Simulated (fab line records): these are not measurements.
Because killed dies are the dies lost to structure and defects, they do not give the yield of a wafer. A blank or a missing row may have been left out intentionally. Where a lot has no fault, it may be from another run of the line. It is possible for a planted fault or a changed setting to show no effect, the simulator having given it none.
Chamber matching || flow n5 finfet || N5_BEOL_M5_CVD_47 on cvd co-01 has 3 sister chambers
The step deposits Co from CCTBA/H2, target thk 3 nm, time 216 s. 14 wafers are shown with their chamber, then 7 later ones without.

== WAFERS WITH THEIR CHAMBER ==
{"wafer": "L273.1", "chamber": 2, "run length s (s)": 238.9}
{"wafer": "L273.2", "chamber": 0, "run length s (s)": 238.1}
{"wafer": "L273.3", "chamber": 1, "run length s (s)": 238.1}
{"wafer": "L277.3", "chamber": 0, "run length s (s)": 238.4}
{"wafer": "L277.4", "chamber": 0, "run length s (s)": 238.3}
{"wafer": "L277.6", "chamber": 1, "run length s (s)": 238.5}
{"wafer": "L278.2", "chamber": 1, "run length s (s)": 238.3}
{"wafer": "L278.3", "chamber": 2, "run length s (s)": 239.4}
{"wafer": "L278.4", "chamber": 1, "run length s (s)": 238.2}
{"wafer": "L279.1", "chamber": 1, "run length s (s)": 237.8}
{"wafer": "L279.3", "chamber": 2, "run length s (s)": 239.4}
{"wafer": "L279.5", "chamber": 2, "run length s (s)": 238.8}
{"wafer": "L280.1", "chamber": 0, "run length s (s)": 238.7}
{"wafer": "L280.4", "chamber": 1, "run length s (s)": 238.2}

SIGNATURES (averages over the wafers above)
{"reading": "run length s", "chamber 0": 238.375, "chamber 1": 238.183, "chamber 2": 239.125, "scatter within a chamber": 0.263}
Rule: for each reading, subtract the chamber's mean from the wafer's reading, divide by that reading's scatter and square the result; add these up over the readings and take the root, which gives the wafer's distance from the chamber. The wafer belongs to the nearest chamber; if the next one is less than 2 further off, it can't be placed. How the scatter is found: for the shown wafers, subtract from each reading the mean of its chamber, square and add these, divide the total by (wafers less chambers), then take the root.

== WAFERS WHOSE CHAMBER IS MISSING ==
{"wafer": "L280.6", "run length s (s)": 239.0}
{"wafer": "L283.1", "run length s (s)": 239.8}
{"wafer": "L283.4", "run length s (s)": 238.0}
{"wafer": "L283.5", "run length s (s)": 238.5}
{"wafer": "L287.2", "run length s (s)": 238.6}
{"wafer": "L289.2", "run length s (s)": 239.3}
{"wafer": "L289.3", "run length s (s)": 238.2}

== WHICH CHAMBER EACH WENT THROUGH ==
{"wafer": "L280.6", "from the rows above": "can't be placed: 2 or 0", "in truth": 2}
{"wafer": "L283.1", "from the rows above": 2, "in truth": 2}
{"wafer": "L283.4", "from the rows above": "can't be placed: 1 or 0", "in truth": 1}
{"wafer": "L283.5", "from the rows above": "can't be placed: 0 or 1 or 2", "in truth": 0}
{"wafer": "L287.2", "from the rows above": "can't be placed: 0 or 1 or 2", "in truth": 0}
{"wafer": "L289.2", "from the rows above": 2, "in truth": 2}
{"wafer": "L289.3", "from the rows above": "can't be placed: 1 or 0", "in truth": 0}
Correctly placed: 2 of 7. Can't be placed from these rows: 5 (the true chamber is among the candidates in 5). 0 placed wrongly.
